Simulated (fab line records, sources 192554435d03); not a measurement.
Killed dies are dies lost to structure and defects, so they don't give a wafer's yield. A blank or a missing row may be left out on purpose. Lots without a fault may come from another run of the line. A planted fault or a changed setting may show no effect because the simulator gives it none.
One fault seen from 2 desks | flow n5_finfet | each desk has only its own numbers; what lay behind them comes last

THE TOOL OWNER'S DESK: litho_track-02
The tool's own readings at N5_PMOS_HMC_CHANNEL_EPI_COAT_31 (time 60 s, resist thk 66 nm): means of the sampled wafers that have a number, for each lot that ran on this tool. A lot is out of limits, marked OUT, if its mean lies more than 4 standard deviations from the usual mean; the brackets give that distance.
Columns: A = spin_speed_rpm at N5_PMOS_HMC_CHANNEL_EPI_COAT_31, usual 1500.0 rpm
lot  | first seen here | A
L883 | day 3 11:08     | 1500.1
L889 | day 4 22:56     | 1640.2 (+99 or more) OUT
L891 | day 5 11:19     | 1639.4 (+99 or more) OUT
This desk's finding: out of limits on L889, L891; first on L889, day 4 22:56 (spin_speed_rpm at N5_PMOS_HMC_CHANNEL_EPI_COAT_31). In limits: L883.

THE METROLOGY DESK
What the gauges read, lot by lot, whatever tool the lot ran on: means of the sampled wafers that have a number. A lot is out of limits, marked OUT, if its mean lies more than 4 standard deviations from the usual mean; the brackets give that distance. Of its 10 readings 7 are shown: those that lie furthest out on some lot.
Columns: A = IOFF_N at N5_BEOL_M4_RC_MEAS_101, usual 0.17 nA/um; B = IOFF_P at N5_BEOL_M4_RC_MEAS_101, usual 0.23 nA/um; C = ION_N at N5_BEOL_M4_RC_MEAS_101, usual 675 uA/um; D = ION_P at N5_BEOL_M4_RC_MEAS_101, usual 460 uA/um; E = SS_P at N5_BEOL_M4_RC_MEAS_101, usual 73.6 mV/dec; F = VT_N at N5_BEOL_M4_RC_MEAS_101, usual 249 mV; G = VT_P at N5_BEOL_M4_RC_MEAS_101, usual -250 mV
lot  | first seen here | A    | B    | C   | D   | E    | F   | G
L883 | day 9 17:16     | 0.16 | 0.17 | 675 | 453 | 73.7 | 251 | -257
L887 | day 10 19:34    | 0.17 | 0.21 | 668 | 456 | 73.7 | 250 | -251
L889 | day 11 11:02    | 0.23 | 0.29 | 688 | 472 | 74.2 | 242 | -244
L891 | day 12 11:18    | 0.17 | 0.21 | 681 | 462 | 73.3 | 249 | -253
This desk's finding: nothing out of limits on any of the 4 lots.

PUT TOGETHER
The tool owner's desk could have raised an alarm at day 4 22:56, on L889, L891.
The metrology desk saw nothing out of limits.
The metrology desk has L889, L891 on record, within its limits.
Of the lots named, all ran N5_PMOS_HMC_CHANNEL_EPI_COAT_31 on litho_track-02.

WHAT THE SIMULATOR HAD PUT IN
Process parameter drift: litho_track-02, from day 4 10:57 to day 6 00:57, at N5_PMOS_HMC_CHANNEL_EPI_COAT_31. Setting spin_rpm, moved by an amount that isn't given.
Lots struck among those shown: L889, L891.
Hours from the fault's start to each desk's first reading out of limits: the tool owner's desk, 12.
